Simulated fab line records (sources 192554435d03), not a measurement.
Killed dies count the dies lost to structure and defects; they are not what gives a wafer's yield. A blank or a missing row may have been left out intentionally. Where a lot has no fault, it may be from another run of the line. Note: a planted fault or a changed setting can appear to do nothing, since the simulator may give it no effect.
Matching of chambers :: flow n5-finfet :: N5_HKMG_FIN_ETCH_58 on rie-diel-06 has 4 sister chambers
The step etches SOC in N2/H2, target depth 215.8 nm, time 741 s. 22 wafers are shown with their chamber, then 11 later ones without.

EACH WAFER AND ITS CHAMBER
wafer: L076.1
chamber: 0
showerhead-plenum-p-Torr (Torr): 2.41
throttle-valve-pct (%): 18.12
oes-product-au (a.u.): 0.70

wafer: L076.3
chamber: 2
showerhead-plenum-p-Torr (Torr): 2.60
throttle-valve-pct (%): 17.90
oes-product-au (a.u.): 0.91

wafer: L076.5
chamber: 1
showerhead-plenum-p-Torr (Torr): 2.57
throttle-valve-pct (%): 17.47
oes-product-au (a.u.): 0.84

wafer: L080.2
chamber: 0
showerhead-plenum-p-Torr (Torr): 2.41
throttle-valve-pct (%): 18.17
oes-product-au (a.u.): 0.69

wafer: L080.3
chamber: 2
showerhead-plenum-p-Torr (Torr): 2.59
throttle-valve-pct (%): 17.91
oes-product-au (a.u.): 0.88

wafer: L080.6
chamber: 3
showerhead-plenum-p-Torr (Torr): 2.50
throttle-valve-pct (%): 17.73
oes-product-au (a.u.): 0.69

wafer: L081.1
chamber: 2
showerhead-plenum-p-Torr (Torr): 2.59
throttle-valve-pct (%): 17.92
oes-product-au (a.u.): 0.90

wafer: L081.2
chamber: 1
showerhead-plenum-p-Torr (Torr): 2.56
throttle-valve-pct (%): 17.49
oes-product-au (a.u.): 0.83

wafer: L081.3
chamber: 0
showerhead-plenum-p-Torr (Torr): 2.41
throttle-valve-pct (%): 18.18
oes-product-au (a.u.): 0.70

wafer: L081.4
chamber: 0
showerhead-plenum-p-Torr (Torr): 2.41
throttle-valve-pct (%): 18.17
oes-product-au (a.u.): 0.70

wafer: L081.5
chamber: 1
showerhead-plenum-p-Torr (Torr): 2.56
throttle-valve-pct (%): 17.50
oes-product-au (a.u.): 0.81

wafer: L081.6
chamber: 2
showerhead-plenum-p-Torr (Torr): 2.59
throttle-valve-pct (%): 17.94
oes-product-au (a.u.): 0.89

wafer: L086.1
chamber: 1
showerhead-plenum-p-Torr (Torr): 2.55
throttle-valve-pct (%): 17.50
oes-product-au (a.u.): 0.80

wafer: L086.2
chamber: 3
showerhead-plenum-p-Torr (Torr): 2.50
throttle-valve-pct (%): 17.37
oes-product-au (a.u.): 0.97

wafer: L086.3
chamber: 2
showerhead-plenum-p-Torr (Torr): 2.59
throttle-valve-pct (%): 17.96
oes-product-au (a.u.): 0.86

wafer: L086.4
chamber: 1
showerhead-plenum-p-Torr (Torr): 2.55
throttle-valve-pct (%): 17.54
oes-product-au (a.u.): 0.81

wafer: L086.5
chamber: 3
showerhead-plenum-p-Torr (Torr): 2.50
throttle-valve-pct (%): 17.36
oes-product-au (a.u.): 0.97

wafer: L086.6
chamber: 2
showerhead-plenum-p-Torr (Torr): 2.59
throttle-valve-pct (%): 17.95
oes-product-au (a.u.): 0.86

wafer: L091.1
chamber: 3
showerhead-plenum-p-Torr (Torr): 2.50
throttle-valve-pct (%): 17.39
oes-product-au (a.u.): 0.94

wafer: L091.2
chamber: 2
showerhead-plenum-p-Torr (Torr): 2.58
throttle-valve-pct (%): 17.99
oes-product-au (a.u.): 0.85

wafer: L091.5
chamber: 1
showerhead-plenum-p-Torr (Torr): 2.55
throttle-valve-pct (%): 17.52
oes-product-au (a.u.): 0.80

wafer: L092.1
chamber: 3
showerhead-plenum-p-Torr (Torr): 2.49
throttle-valve-pct (%): 17.41
oes-product-au (a.u.): 0.93

SIGNATURES (averages over the wafers above)
reading: showerhead-plenum-p-Torr
chamber 0: 2.4100
chamber 1: 2.5567
chamber 2: 2.5900
chamber 3: 2.4980
scatter within a chamber: 0.00584

reading: throttle-valve-pct
chamber 0: 18.1600
chamber 1: 17.5033
chamber 2: 17.9386
chamber 3: 17.4520
scatter within a chamber: 0.0779

reading: oes-product-au
chamber 0: 0.6975
chamber 1: 0.8150
chamber 2: 0.8786
chamber 3: 0.9000
scatter within a chamber: 0.0582
Rule: for a wafer and a chamber, the distance is found by dividing, reading by reading, the gap between the wafer's reading and the chamber's mean by the reading's scatter, squaring, summing and taking the root. If the next closest chamber is less than 2 further off than the closest, the wafer can't be placed; otherwise it belongs to the closest. How the scatter is found: for the shown wafers, subtract from each reading the mean of its chamber, square and add these, divide the total by (wafers less chambers), then take the root.

WAFERS MISSING THEIR CHAMBER
wafer: L092.2
showerhead-plenum-p-Torr (Torr): 2.55
throttle-valve-pct (%): 17.55
oes-product-au (a.u.): 0.79

wafer: L092.3
showerhead-plenum-p-Torr (Torr): 2.72
throttle-valve-pct (%): 17.69
oes-product-au (a.u.): 0.95

wafer: L093.1
showerhead-plenum-p-Torr (Torr): 2.55
throttle-valve-pct (%): 17.55
oes-product-au (a.u.): 0.79

wafer: L093.4
showerhead-plenum-p-Torr (Torr): 2.49
throttle-valve-pct (%): 17.39
oes-product-au (a.u.): 0.92

wafer: L093.5
showerhead-plenum-p-Torr (Torr): 2.49
throttle-valve-pct (%): 17.39
oes-product-au (a.u.): 0.93

wafer: L094.2
showerhead-plenum-p-Torr (Torr): 2.58
throttle-valve-pct (%): 17.97
oes-product-au (a.u.): 0.84

wafer: L094.4
showerhead-plenum-p-Torr (Torr): 2.55
throttle-valve-pct (%): 17.56
oes-product-au (a.u.): 0.79

wafer: L094.5
showerhead-plenum-p-Torr (Torr): 2.72
throttle-valve-pct (%): 17.72
oes-product-au (a.u.): 0.97

wafer: L097.1
showerhead-plenum-p-Torr (Torr): 2.55
throttle-valve-pct (%): 17.56
oes-product-au (a.u.): 0.79

wafer: L097.5
showerhead-plenum-p-Torr (Torr): 2.72
throttle-valve-pct (%): 17.71
oes-product-au (a.u.): 0.94

wafer: L097.6
showerhead-plenum-p-Torr (Torr): 2.49
throttle-valve-pct (%): 17.40
oes-product-au (a.u.): 0.91

THE CHAMBER EACH PASSED THROUGH
wafer: L092.2
from the rows above: 1
in truth: 1

wafer: L092.3
from the rows above: 2
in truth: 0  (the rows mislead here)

wafer: L093.1
from the rows above: 1
in truth: 1

wafer: L093.4
from the rows above: 3
in truth: 3

wafer: L093.5
from the rows above: 3
in truth: 3

wafer: L094.2
from the rows above: 2
in truth: 2

wafer: L094.4
from the rows above: 1
in truth: 1

wafer: L094.5
from the rows above: 2
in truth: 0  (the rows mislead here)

wafer: L097.1
from the rows above: 1
in truth: 1

wafer: L097.5
from the rows above: 2
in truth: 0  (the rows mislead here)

wafer: L097.6
from the rows above: 3
in truth: 3
Placed correctly: 8 of 11. Number that these rows cannot place: 0. Number placed wrongly: 3.
